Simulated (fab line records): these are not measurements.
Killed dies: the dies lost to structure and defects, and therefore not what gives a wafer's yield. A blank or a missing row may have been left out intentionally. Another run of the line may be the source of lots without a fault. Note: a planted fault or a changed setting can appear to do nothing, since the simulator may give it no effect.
Split-lot trial -- flow n5_finfet -- 21 wafers read from 7 lots, route of 1938 steps

## ABOUT THE SPLIT
At N5_BEOL_M0_SAQP_COAT_08 (resist thk 90 nm), the setting spin_rpm was moved away from the recipe's 1500 rpm on 9 of the 21 wafers read, by -10.9% to +8.9%. This setting was run at the recipe's value on the other wafers.

## FROM THE SPLIT TO THE READING: what the file shows between them, 3 steps
- N5_BEOL_M0_SAQP_EBR_10
- N5_BEOL_M0_SAQP_SOFTBAKE_09: time 60 s
- N5_BEOL_M0_SAQP_DESCUM_19: chemistry O2, time 7.9 s

## THE READING
CAR-ArF_of_BEOL_M0_SAQP_COAT_08.thk_nm (the simulator's own value, which no gauge read), in nm, at N5_BEOL_M0_SAQP_ETCH_83 (etches SiARC in CF4, target depth 39 nm, time 65 s). No usual value for it is given in the file. Here, 12 wafers ran the recipe; their average is 55.7 nm with a standard deviation of 0.19 nm.

wafer,"tool, chamber at the split","spin_rpm as run, rpm",against the recipe,"CAR-ArF_of_BEOL_M0_SAQP_COAT_08.thk_nm, nm",against lot-mates on the recipe
L079.1,"litho_track-05, 0",1500,recipe,55.4,-
L079.3,"litho_track-05, 0",1622,+8.1%,52.2,-3.4
L079.6,"litho_track-05, 0",1500,recipe,55.8,-
L080.1,"litho_track-04, 0",1500,recipe,55.8,-
L080.2,"litho_track-04, 0",1358,-9.5%,60.4,+4.7
L080.4,"litho_track-04, 0",1500,recipe,55.6,-
L082.3,"litho_track-04, 0",1634,+8.9%,51.8,-4.4
L082.4,"litho_track-04, 0",1634,+8.9%,52,-4.2
L082.5,"litho_track-04, 0",1500,recipe,56.2,-
L083.2,"litho_track-04, 0",1500,recipe,55.6,-
L083.3,"litho_track-04, 0",1500,recipe,55.6,-
L083.6,"litho_track-04, 0",1500,recipe,55.8,-
L090.3,"litho_track-04, 0",1376,-8.3%,59.8,+4.0
L090.5,"litho_track-04, 0",1376,-8.3%,59.8,+4.0
L090.6,"litho_track-04, 0",1500,recipe,55.8,-
L092.1,"litho_track-01, 0",1603,+6.9%,53,-2.6
L092.5,"litho_track-01, 0",1500,recipe,55.6,-
L092.6,"litho_track-01, 0",1603,+6.9%,52.6,-3.0
L096.2,"litho_track-04, 0",1500,recipe,55.8,-
L096.6,"litho_track-04, 0",1500,recipe,55.8,-
L096.3,"litho_track-04, 0",1336,-10.9%,60.8,+5.0

THE FIT
A straight line over all 21 wafers: CAR-ArF_of_BEOL_M0_SAQP_COAT_08.thk_nm changes by -0.457 nm for each +1% of spin_rpm; r = -1.00; the points scatter about the line by 0.21 nm.
The same after taking each lot's own level away (the mean of its wafers on the recipe; 21 wafers): -0.463 nm for each +1%; r = -1.00; scatter 0.2 nm.
The reading moves by 5.1 nm for the largest change in spin_rpm, on that fit.
The span of the lots' own levels, 55.60 to 56.20 nm, comes to 3.2 times the standard deviation stated above.
Hence the lot-to-lot level has little effect on the slope; both slopes agree.
Check: +5.17 nm against its lot-mates is what the line predicts for one of the wafers moved furthest among these (-10.9%) when that wafer is left out of the fit. It came out at +5 nm against them.

## THE OTHER SPLITS THESE WAFERS WENT THROUGH
Note: prior to the reading, these wafers also went through further splits. Each is held against what the fit with the lots' levels taken away leaves over:
other split on the same wafers,wafers away from the commonest value,r with CAR-ArF_of_BEOL_M0_SAQP_COAT_08.thk_nm (lot level and that fit taken away)
N5_GATE_CUT_EXPOSE_10 dose_mj,4,-0.03
N5_MOL_CONTACT_COAG_ALD_131 ald_cycles,9,-0.49
N5_BEOL_M0_SAQP_PECVD_04 time_s,3,+0.29

## THE WHOLE CHAIN: every reading that the file lists as answering this split, in the file's order
step,what it does,reading,change (the file's fit),r (the file's)
N5_BEOL_M0_SAQP_COAT_08,resist thk 90 nm,"CAR-ArF_of_BEOL_M0_SAQP_COAT_08.thk_nm (the simulator's own value, which no gauge read)",-0.453 nm for each +1% of the setting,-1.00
N5_BEOL_M0_SAQP_ETCH_83,"etches SiARC in CF4, target depth 39 nm, time 65 s","CAR-ArF_of_BEOL_M0_SAQP_COAT_08.thk_nm (the simulator's own value, which no gauge read)",-0.462 nm for each +1% of the setting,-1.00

## FILE'S OWN FIT
CAR-ArF_of_BEOL_M0_SAQP_COAT_08.thk_nm changes by -0.462 nm for each +1% of spin_rpm, r = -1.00.
